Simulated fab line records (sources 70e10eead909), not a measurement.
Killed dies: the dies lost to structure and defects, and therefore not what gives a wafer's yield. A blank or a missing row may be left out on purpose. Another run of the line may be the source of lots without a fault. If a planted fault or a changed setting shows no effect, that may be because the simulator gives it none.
Which tool is to blame? || flow nandHarc || Sampling: 11 lots, 33 wafers, 4 of 1302 route steps

## WHAT THE GAUGES READ, wafer by wafer
NHARC_P_GATE_CD_MEAS_11: target cd 1640 nm.
{"lot": "L342", "measured": "day 4 13:54", "on": "cdSem-02", "cdNm (nm)": "1639.5 1639.3 1638.4"}
{"lot": "L344", "measured": "day 5 02:54", "on": "cdSem-03", "cdNm (nm)": "1640.4 1639.4 1641.4"}
{"lot": "L346", "measured": "day 6 04:07", "on": "cdSem-02", "cdNm (nm)": "1641.0 1640.8 1641.4"}
{"lot": "L347", "measured": "day 6 13:07", "on": "cdSem-02", "cdNm (nm)": "1636.9 1639.1 1639.2"}
{"lot": "L349", "measured": "day 7 08:01", "on": "cdSem-03", "cdNm (nm)": "1639.7 1640.3 1642.3"}
{"lot": "L350", "measured": "day 7 22:58", "on": "cdSem-01", "cdNm (nm)": "1640.2 1640.8 1640.5"}
{"lot": "L352", "measured": "day 8 10:59", "on": "cdSem-02", "cdNm (nm)": "1638.2 1638.6 1639.4"}
{"lot": "L354", "measured": "day 9 08:47", "on": "cdSem-01", "cdNm (nm)": "- - -"}
{"lot": "L359", "measured": "day 11 12:43", "on": "cdSem-01", "cdNm (nm)": "1638.2 1640.0 1640.9"}
{"lot": "L364", "measured": "day 13 11:04", "on": "cdSem-02", "cdNm (nm)": "1636.7 1638.4 1638.1"}
{"lot": "L365", "measured": "day 14 03:23", "on": "cdSem-03", "cdNm (nm)": "1640.6 1640.6 1640.6"}

## EACH LOT AND THE TOOL THAT RAN IT (in order: tool; ch and the chambers of the sampled wafers; start)
{"lot": "L342", "NHARC_P_ZERO_WELL_DESCUM_54": "rieDiel-10 ch 0,1,2, day 2 01:47", "NHARC_P_STI_DESCUM_14": "rieDiel-12 ch 2,3, day 2 21:14", "NHARC_P_GATE_EXPOSE_08": "krfScanner-03 ch 0, day 4 13:44"}
{"lot": "L344", "NHARC_P_ZERO_WELL_DESCUM_54": "rieDiel-01 ch 0,1,2, day 2 21:46", "NHARC_P_STI_DESCUM_14": "rieDiel-12 ch 0,2,3, day 3 16:03", "NHARC_P_GATE_EXPOSE_08": "krfScanner-04 ch 0, day 5 02:45"}
{"lot": "L346", "NHARC_P_ZERO_WELL_DESCUM_54": "rieDiel-01 ch 0,3, day 3 18:06", "NHARC_P_STI_DESCUM_14": "rieDiel-12 ch 0,1, day 4 12:49", "NHARC_P_GATE_EXPOSE_08": "krfScanner-01 ch 0, day 6 03:58"}
{"lot": "L347", "NHARC_P_ZERO_WELL_DESCUM_54": "rieDiel-01 ch 0,3, day 4 04:06", "NHARC_P_STI_DESCUM_14": "rieDiel-02 ch 0,2,3, day 4 21:36", "NHARC_P_GATE_EXPOSE_08": "krfScanner-01 ch 0, day 6 12:58"}
{"lot": "L349", "NHARC_P_ZERO_WELL_DESCUM_54": "rieDiel-05 ch 0,1, day 4 23:55", "NHARC_P_STI_DESCUM_14": "rieDiel-02 ch 1,2, day 5 17:48", "NHARC_P_GATE_EXPOSE_08": "krfScanner-04 ch 0, day 7 07:51"}
{"lot": "L350", "NHARC_P_ZERO_WELL_DESCUM_54": "rieDiel-05 ch 0,1,2, day 5 10:02", "NHARC_P_STI_DESCUM_14": "rieDiel-12 ch 0,1,3, day 6 07:02", "NHARC_P_GATE_EXPOSE_08": "krfScanner-04 ch 0, day 7 22:49"}
{"lot": "L352", "NHARC_P_ZERO_WELL_DESCUM_54": "rieDiel-05 ch 0,2, day 6 05:46", "NHARC_P_STI_DESCUM_14": "rieDiel-13 ch 0,2,3, day 7 00:33", "NHARC_P_GATE_EXPOSE_08": "krfScanner-04 ch 0, day 8 10:50"}
{"lot": "L354", "NHARC_P_ZERO_WELL_DESCUM_54": "rieDiel-01 ch 0,2, day 7 01:57", "NHARC_P_STI_DESCUM_14": "rieDiel-13 ch 0,1,3, day 7 18:19", "NHARC_P_GATE_EXPOSE_08": "krfScanner-04 ch 0, day 9 08:38"}
{"lot": "L359", "NHARC_P_ZERO_WELL_DESCUM_54": "rieDiel-05 ch 1,2,3, day 9 03:50", "NHARC_P_STI_DESCUM_14": "rieDiel-02 ch 1,2,3, day 9 20:28", "NHARC_P_GATE_EXPOSE_08": "krfScanner-01 ch 0, day 11 12:34"}
{"lot": "L364", "NHARC_P_ZERO_WELL_DESCUM_54": "rieDiel-05 ch 0,1,3, day 11 06:07", "NHARC_P_STI_DESCUM_14": "rieDiel-02 ch 0,2, day 11 23:14", "NHARC_P_GATE_EXPOSE_08": "krfScanner-04 ch 0, day 13 10:54"}
{"lot": "L365", "NHARC_P_ZERO_WELL_DESCUM_54": "rieDiel-10 ch 0,2,3, day 11 16:05", "NHARC_P_STI_DESCUM_14": "rieDiel-02 ch 1,2,3, day 12 11:55", "NHARC_P_GATE_EXPOSE_08": "krfScanner-03 ch 0, day 14 03:14"}
- NHARC_P_ZERO_WELL_DESCUM_54: chemistry O2, time 3 s.
- NHARC_P_STI_DESCUM_14: chemistry O2, time 3 s.
- NHARC_P_GATE_EXPOSE_08: exposes mask P HV.

## THE ANSWER, worked out from the rows above alone
Rule: the lots themselves supply what counts as usual. Put in order of their means at a reading, lots are off if they are a third of the lots or fewer, leave a main group of 4 or more, and stand apart from it by a gap of 3 or more times the standard deviation of the main group's means; of several such gaps the widest counts. Not used: any main group whose means are identical at the precision the tables above print for the reading. A lot without any number at a reading at which 4 lots or more have one is off too. Any other lot the step has rows for is counted as sound.
Off: L354 (NHARC_P_GATE_CD_MEAS_11, cdNm). Without a number there: L354. The main group has a mean of 1639.7 nm with a standard deviation of 1.1.
A tool fits if, at a process step before that reading, it ran every lot that is off, and no sound lot after the first of them. Gauges at NHARC_P_GATE_CD_MEAS_11: tried the same way as those tools. This does not decide it: 2 tools fit, namely rieDiel-01 at NHARC_P_ZERO_WELL_DESCUM_54 and rieDiel-13 at NHARC_P_STI_DESCUM_14.

## WHAT THE SIMULATOR PUT IN
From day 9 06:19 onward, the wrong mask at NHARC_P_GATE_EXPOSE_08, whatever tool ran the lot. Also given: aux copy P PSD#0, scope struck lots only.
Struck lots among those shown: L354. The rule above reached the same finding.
